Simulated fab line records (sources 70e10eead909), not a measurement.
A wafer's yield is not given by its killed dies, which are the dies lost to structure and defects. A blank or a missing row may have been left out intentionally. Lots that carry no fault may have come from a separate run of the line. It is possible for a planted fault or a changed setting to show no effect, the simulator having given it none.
Chamber matching | flow nand_harc | NHARC_P_M0_PRE_CLEAN_31 on pecvd-02 has 3 sister chambers
The step time 12 s. 3 wafers are shown with their chamber, then 9 later ones without.

## WAFERS PAIRED WITH THEIR CHAMBERS
wafer  | chamber | heater_power_w (W)
L089.1 | 2       | 543
L089.3 | 0       | 586
L089.6 | 1       | 717

## WAFERS MISSING THEIR CHAMBER
wafer  | heater_power_w (W)
L093.1 | 536
L093.2 | 748
L093.6 | 551
L092.2 | 656
L092.5 | 542
L092.6 | 634
L094.3 | 494
L094.4 | 635
L094.6 | 503

## THE CHAMBER EACH PASSED THROUGH
wafer  | from the rows above          | in truth
L093.1 | can't be placed: 2 or 0      | 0
L093.2 | 1                            | 1
L093.6 | can't be placed: 2 or 0      | 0
L092.2 | can't be placed: 1 or 0 or 2 | 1
L092.5 | can't be placed: 2 or 0      | 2
L092.6 | can't be placed: 0 or 1 or 2 | 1
L094.3 | can't be placed: 2 or 0      | 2
L094.4 | can't be placed: 0 or 1 or 2 | 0
L094.6 | can't be placed: 2 or 0      | 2
Correct placement for 1 of the 9. Can't be placed from these rows: 8 (the true chamber is among the candidates in 8). Wrongly placed: 0.
How it was worked out, from the rows above alone: a wafer's distance from a chamber is the root of the sum, over the readings, of the square of ((its reading less the chamber's mean) divided by the reading's scatter). The wafer belongs to the nearest chamber; if the next one is less than 2 further off, it can't be placed. Each chamber's mean is taken over the wafers shown for it. The scatter (one wafer shown for each chamber): square how far every hidden wafer sits from the nearest shown wafer, average those squares and take the square root.
